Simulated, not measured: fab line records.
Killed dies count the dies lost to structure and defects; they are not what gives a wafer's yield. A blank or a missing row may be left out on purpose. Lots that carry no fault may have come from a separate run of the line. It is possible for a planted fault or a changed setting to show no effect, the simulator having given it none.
Chamber matching / flow n5_finfet / N5_BEOL_M11_STRIP_19 on rie_diel-04 has 4 sister chambers
The step strips in O2. 30 wafers are shown with their chamber, then 12 later ones without.

WAFERS, EACH WITH ITS CHAMBER
wafer=L074.1; chamber=1; showerhead_plenum_p_Torr (Torr)=2.13; oes_product_au (a.u.)=0.83; throttle_valve_pct (%)=16.77
wafer=L074.3; chamber=3; showerhead_plenum_p_Torr (Torr)=2.02; oes_product_au (a.u.)=0.75; throttle_valve_pct (%)=16.87
wafer=L074.5; chamber=2; showerhead_plenum_p_Torr (Torr)=1.99; oes_product_au (a.u.)=0.68; throttle_valve_pct (%)=16.81
wafer=L075.1; chamber=3; showerhead_plenum_p_Torr (Torr)=2.02; oes_product_au (a.u.)=0.77; throttle_valve_pct (%)=16.86
wafer=L075.3; chamber=1; showerhead_plenum_p_Torr (Torr)=2.13; oes_product_au (a.u.)=0.84; throttle_valve_pct (%)=16.78
wafer=L075.6; chamber=0; showerhead_plenum_p_Torr (Torr)=2.04; oes_product_au (a.u.)=0.88; throttle_valve_pct (%)=16.54
wafer=L078.1; chamber=1; showerhead_plenum_p_Torr (Torr)=2.13; oes_product_au (a.u.)=0.84; throttle_valve_pct (%)=16.78
wafer=L078.4; chamber=2; showerhead_plenum_p_Torr (Torr)=1.99; oes_product_au (a.u.)=0.68; throttle_valve_pct (%)=16.84
wafer=L078.6; chamber=3; showerhead_plenum_p_Torr (Torr)=2.02; oes_product_au (a.u.)=0.77; throttle_valve_pct (%)=16.88
wafer=L079.1; chamber=1; showerhead_plenum_p_Torr (Torr)=2.12; oes_product_au (a.u.)=0.83; throttle_valve_pct (%)=16.81
wafer=L079.2; chamber=0; showerhead_plenum_p_Torr (Torr)=2.04; oes_product_au (a.u.)=0.87; throttle_valve_pct (%)=16.57
wafer=L079.4; chamber=1; showerhead_plenum_p_Torr (Torr)=2.12; oes_product_au (a.u.)=0.83; throttle_valve_pct (%)=16.78
wafer=L081.2; chamber=1; showerhead_plenum_p_Torr (Torr)=2.12; oes_product_au (a.u.)=0.82; throttle_valve_pct (%)=16.78
wafer=L081.4; chamber=2; showerhead_plenum_p_Torr (Torr)=1.99; oes_product_au (a.u.)=0.68; throttle_valve_pct (%)=16.84
wafer=L081.6; chamber=1; showerhead_plenum_p_Torr (Torr)=2.12; oes_product_au (a.u.)=0.82; throttle_valve_pct (%)=16.78
wafer=L085.2; chamber=2; showerhead_plenum_p_Torr (Torr)=1.99; oes_product_au (a.u.)=0.67; throttle_valve_pct (%)=16.88
wafer=L085.4; chamber=1; showerhead_plenum_p_Torr (Torr)=2.12; oes_product_au (a.u.)=0.82; throttle_valve_pct (%)=16.79
wafer=L085.6; chamber=1; showerhead_plenum_p_Torr (Torr)=2.12; oes_product_au (a.u.)=0.82; throttle_valve_pct (%)=16.78
wafer=L082.1; chamber=1; showerhead_plenum_p_Torr (Torr)=2.12; oes_product_au (a.u.)=0.82; throttle_valve_pct (%)=16.78
wafer=L082.2; chamber=2; showerhead_plenum_p_Torr (Torr)=1.99; oes_product_au (a.u.)=0.67; throttle_valve_pct (%)=16.87
wafer=L082.3; chamber=3; showerhead_plenum_p_Torr (Torr)=2.02; oes_product_au (a.u.)=0.75; throttle_valve_pct (%)=16.89
wafer=L082.4; chamber=0; showerhead_plenum_p_Torr (Torr)=2.04; oes_product_au (a.u.)=0.86; throttle_valve_pct (%)=16.57
wafer=L082.5; chamber=0; showerhead_plenum_p_Torr (Torr)=2.04; oes_product_au (a.u.)=0.86; throttle_valve_pct (%)=16.57
wafer=L082.6; chamber=1; showerhead_plenum_p_Torr (Torr)=2.12; oes_product_au (a.u.)=0.81; throttle_valve_pct (%)=16.78
wafer=L090.1; chamber=3; showerhead_plenum_p_Torr (Torr)=2.01; oes_product_au (a.u.)=0.75; throttle_valve_pct (%)=16.87
wafer=L090.2; chamber=0; showerhead_plenum_p_Torr (Torr)=2.03; oes_product_au (a.u.)=0.85; throttle_valve_pct (%)=16.58
wafer=L090.3; chamber=1; showerhead_plenum_p_Torr (Torr)=2.12; oes_product_au (a.u.)=0.81; throttle_valve_pct (%)=16.81
wafer=L090.4; chamber=3; showerhead_plenum_p_Torr (Torr)=2.01; oes_product_au (a.u.)=0.74; throttle_valve_pct (%)=16.92
wafer=L090.5; chamber=1; showerhead_plenum_p_Torr (Torr)=2.12; oes_product_au (a.u.)=0.80; throttle_valve_pct (%)=16.82
wafer=L090.6; chamber=0; showerhead_plenum_p_Torr (Torr)=2.04; oes_product_au (a.u.)=0.84; throttle_valve_pct (%)=16.61

SIGNATURES (means of the wafers above)
reading=showerhead_plenum_p_Torr; chamber 0=2.0383; chamber 1=2.1223; chamber 2=1.9900; chamber 3=2.0167; scatter within a chamber=0.00415
reading=oes_product_au; chamber 0=0.8600; chamber 1=0.8223; chamber 2=0.6760; chamber 3=0.7550; scatter within a chamber=0.0116
reading=throttle_valve_pct; chamber 0=16.5733; chamber 1=16.7877; chamber 2=16.8480; chamber 3=16.8817; scatter within a chamber=0.0203
Rule: a wafer lies at a distance from a chamber equal to the root of the sum of squares, over the readings, of (its reading less the chamber's mean, divided by the reading's scatter). If the next closest chamber is less than 2 further off than the closest, the wafer can't be placed; otherwise it belongs to the closest. How the scatter is found: for the shown wafers, subtract from each reading the mean of its chamber, square and add these, divide the total by (wafers less chambers), then take the root.

WAFERS WHOSE CHAMBER IS MISSING
wafer=L094.1; showerhead_plenum_p_Torr (Torr)=2.01; oes_product_au (a.u.)=0.73; throttle_valve_pct (%)=16.92
wafer=L094.2; showerhead_plenum_p_Torr (Torr)=2.11; oes_product_au (a.u.)=0.80; throttle_valve_pct (%)=16.81
wafer=L094.3; showerhead_plenum_p_Torr (Torr)=2.03; oes_product_au (a.u.)=0.82; throttle_valve_pct (%)=16.62
wafer=L094.4; showerhead_plenum_p_Torr (Torr)=2.24; oes_product_au (a.u.)=0.98; throttle_valve_pct (%)=16.48
wafer=L094.5; showerhead_plenum_p_Torr (Torr)=2.12; oes_product_au (a.u.)=0.79; throttle_valve_pct (%)=16.82
wafer=L094.6; showerhead_plenum_p_Torr (Torr)=2.03; oes_product_au (a.u.)=0.82; throttle_valve_pct (%)=16.61
wafer=L097.1; showerhead_plenum_p_Torr (Torr)=2.11; oes_product_au (a.u.)=0.80; throttle_valve_pct (%)=16.81
wafer=L097.2; showerhead_plenum_p_Torr (Torr)=2.24; oes_product_au (a.u.)=0.99; throttle_valve_pct (%)=16.51
wafer=L097.3; showerhead_plenum_p_Torr (Torr)=2.01; oes_product_au (a.u.)=0.73; throttle_valve_pct (%)=16.91
wafer=L097.4; showerhead_plenum_p_Torr (Torr)=2.03; oes_product_au (a.u.)=0.83; throttle_valve_pct (%)=16.62
wafer=L097.5; showerhead_plenum_p_Torr (Torr)=2.01; oes_product_au (a.u.)=0.72; throttle_valve_pct (%)=16.92
wafer=L097.6; showerhead_plenum_p_Torr (Torr)=2.03; oes_product_au (a.u.)=0.82; throttle_valve_pct (%)=16.61

WHICH CHAMBER EACH WENT THROUGH
wafer=L094.1; from the rows above=3; in truth=3
wafer=L094.2; from the rows above=1; in truth=1
wafer=L094.3; from the rows above=0; in truth=0
wafer=L094.4; from the rows above=1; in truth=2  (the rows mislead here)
wafer=L094.5; from the rows above=1; in truth=1
wafer=L094.6; from the rows above=0; in truth=0
wafer=L097.1; from the rows above=1; in truth=1
wafer=L097.2; from the rows above=1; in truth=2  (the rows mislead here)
wafer=L097.3; from the rows above=3; in truth=3
wafer=L097.4; from the rows above=0; in truth=0
wafer=L097.5; from the rows above=3; in truth=3
wafer=L097.6; from the rows above=0; in truth=0
Placed correctly: 10 of 12. Left unplaced by these rows: 0. Placed wrongly: 2.
